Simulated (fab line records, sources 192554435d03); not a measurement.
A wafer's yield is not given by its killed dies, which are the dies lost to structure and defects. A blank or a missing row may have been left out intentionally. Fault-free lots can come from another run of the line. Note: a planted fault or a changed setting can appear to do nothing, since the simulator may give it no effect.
Matching of chambers :: flow n5-finfet :: N5_MOL_CONTACT_COAG_ALD_131 on ald-sin-04: 4 sister chambers
The step deposits SiO2, target thk 5 nm, pulse time 1 s, co reactant pulse time 1 s. 4 wafers are shown with their chamber, then 12 later ones without.

== EACH WAFER AND ITS CHAMBER ==
wafer: L083.6
chamber: 0
heater-power-w (W): 92

wafer: L090.2
chamber: 3
heater-power-w (W): 66

wafer: L092.1
chamber: 2
heater-power-w (W): 87

wafer: L092.6
chamber: 1
heater-power-w (W): 87

== WAFERS MISSING THEIR CHAMBER ==
wafer: L093.3
heater-power-w (W): 87

wafer: L093.5
heater-power-w (W): 86

wafer: L093.6
heater-power-w (W): 65

wafer: L094.1
heater-power-w (W): 89

wafer: L094.4
heater-power-w (W): 69

wafer: L094.5
heater-power-w (W): 67

wafer: L095.2
heater-power-w (W): 86

wafer: L095.3
heater-power-w (W): 93

wafer: L095.6
heater-power-w (W): 87

wafer: L096.2
heater-power-w (W): 87

wafer: L096.5
heater-power-w (W): 93

wafer: L096.6
heater-power-w (W): 90

== THE CHAMBER EACH PASSED THROUGH ==
wafer: L093.3
from the rows above: can't be placed: 1 or 2
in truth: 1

wafer: L093.5
from the rows above: can't be placed: 1 or 2
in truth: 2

wafer: L093.6
from the rows above: 3
in truth: 3

wafer: L094.1
from the rows above: can't be placed: 1 or 2 or 0
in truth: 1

wafer: L094.4
from the rows above: 3
in truth: 3

wafer: L094.5
from the rows above: 3
in truth: 3

wafer: L095.2
from the rows above: can't be placed: 1 or 2
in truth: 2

wafer: L095.3
from the rows above: 0
in truth: 0

wafer: L095.6
from the rows above: can't be placed: 1 or 2
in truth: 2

wafer: L096.2
from the rows above: can't be placed: 1 or 2
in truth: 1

wafer: L096.5
from the rows above: 0
in truth: 0

wafer: L096.6
from the rows above: can't be placed: 0 or 1 or 2
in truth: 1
Correctly placed: 5 of 12. Cannot be placed on the basis of these rows: 7; the candidates contain the true chamber in 7. Wrongly placed: 0.
How it was worked out, from the rows above alone: a wafer's distance from a chamber is the root of the sum, over the readings, of the square of ((its reading less the chamber's mean) divided by the reading's scatter). The wafer belongs to the nearest chamber; if the next one is less than 2 further off, it can't be placed. The mean given for a chamber averages the wafers shown for that chamber. The scatter: root of mean squared gap, hidden wafer to nearest shown wafer, with one shown wafer a chamber.
